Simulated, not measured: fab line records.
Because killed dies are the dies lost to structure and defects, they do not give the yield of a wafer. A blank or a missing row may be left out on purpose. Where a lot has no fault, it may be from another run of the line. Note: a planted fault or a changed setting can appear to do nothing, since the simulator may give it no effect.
A struck lot beside a sound one | flow nand harc | 14 out of 1302 route steps
Sound: these wafers, L408.1, L408.3, L408.4. Struck: wafer L413.6 (L413.4, L413.5, from the same lot, were not struck and are left out); the cause is given at the end.
At each step with rows: each side's tool, then ch and its chambers, then its first start. Under that, the readings that differ: sound wafers | struck wafers | difference of the means | sigmas: that difference in standard deviations of wafers without a fault.
alike: readings with means less than 2 such deviations apart, plus words and numbers identical on both sides. not compared: withheld readings, readings lacking a value on some wafer, bounds such as >300 that could conceal the same value, and numbers that have no deviation in the record and whose values overlap.
A row with sigmas, a row that says differs or no value, or rows on one side alone: a step with any of these is where the two part. Numbers that don't overlap but have no deviation are shown without sigmas and don't part them. A reading missing from all wafers of one side parts the sides only when that side holds two or more wafers.

NHARC_A_STAIRCASE_DESCUM_291: chemistry O2, time 3 s.
  sound on rie diel-04 ch 0,1,2, day 17 04:26; struck on rie diel-04 ch 2, day 19 06:40
  alike: drypump motor current A, oes product au, rf vpp V, showerhead plenum p Torr, throttle valve pct
  not compared: rf hours counter h
then, 1 step without rows for these wafers: NHARC_A_STAIRCASE_ETCH_292 (etches the open film in CF4/CHF3).
NHARC_A_STAIRCASE_HM_OPEN_460: chemistry O2/COS.
  sound on rie diel-04 ch 0,2,3; struck on rie diel-04 ch 1
  reading                         | sound          | struck | difference | sigmas
  showerhead plenum p Torr (Torr) | 3.31 3.21 3.01 | 2.90   | -0.28      | -3
  alike: drypump motor current A, oes product au, rf vpp V, throttle valve pct
  not compared: rf hours counter h
then, 1 step without rows for these wafers: NHARC_A_STAIRCASE_STRIP_461 (strips in O2/COS).
NHARC_A_STAIRCASE_ETCH_452: etches the open film in CF4/O2, target depth 30 nm, overetch 3 nm, time 16.5 s.
  sound on rie diel-04 ch 0,1,2; struck on rie diel-04 ch 1
  alike: cf4 flow sccm, drypump motor current A, oes product au, rf vpp V, showerhead plenum p Torr, throttle valve pct
  not compared: rf hours counter h
then, 1 step without rows for these wafers: NHARC_A_STAIRCASE_ETCH_294 (etches the open film in C4F8/O2/Ar, target depth 4989 nm, time 1211.6 s).
NHARC_A_STAIRCASE_STRIP_295: strips in O2.
  sound on rie diel-04 ch 0,2,3; struck on rie diel-04 ch 0
  alike: drypump motor current A, oes product au, rf vpp V, showerhead plenum p Torr, throttle valve pct
  not compared: rf hours counter h
then, 3 steps without rows for these wafers: NHARC_A_STAIRCASE_STRIP_296 (strips in SPM, time 900 s); NHARC_A_STAIRCASE_PRECLEAN_297 (cleans in SC1); NHARC_A_STAIRCASE_SRD_298.
NHARC_A_STAIRCASE_HM_DEP_462: deposits aC, target thk 800 nm.
  sound on acl dep-01 ch 0, day 17 07:09; struck on acl dep-01 ch 0, day 19 14:52
  alike: throttle valve pct
NHARC_A_STAIRCASE_DEP_301: deposits SiON, target thk 30 nm.
  sound on pecvd-03 ch 0,1, day 17 09:02; struck on pecvd-03 ch 0, day 19 15:55
  reading              | sound             | struck | difference | sigmas
  rf fwd power W (W)   | 350.0 349.2 349.6 | 209.4  | -140.2     | -99 or more
  showerhead vpp V (V) | 1030 1233 1046    | 805    | -298       | -4
  alike: heater power w
then, 1 step without rows for these wafers: NHARC_A_STAIRCASE_DEHYDRATE_302 (time 120 s).
-- break in the record here, with 8 days between the starts of the struck wafers on either side (left off in module A_STAIRCASE, picked up again in module END, where the first step shown is number 1302 on the route) --
NHARC_END_SORT_01:
  sound on prober-02 ch 0, day 24 14:00; struck on prober-02 ch 0, day 27 11:36
  alike: killed at array, killed at other, killed at periphery, killed dies, killed open, killed short

## WHERE THEY PART
Last at NHARC_A_STAIRCASE_DEP_301 as far as this record goes, first at NHARC_A_STAIRCASE_HM_OPEN_460. Later steps at which nothing parts them and some readings are alike: NHARC_END_SORT_01.

WHY: what had been put in by the simulator
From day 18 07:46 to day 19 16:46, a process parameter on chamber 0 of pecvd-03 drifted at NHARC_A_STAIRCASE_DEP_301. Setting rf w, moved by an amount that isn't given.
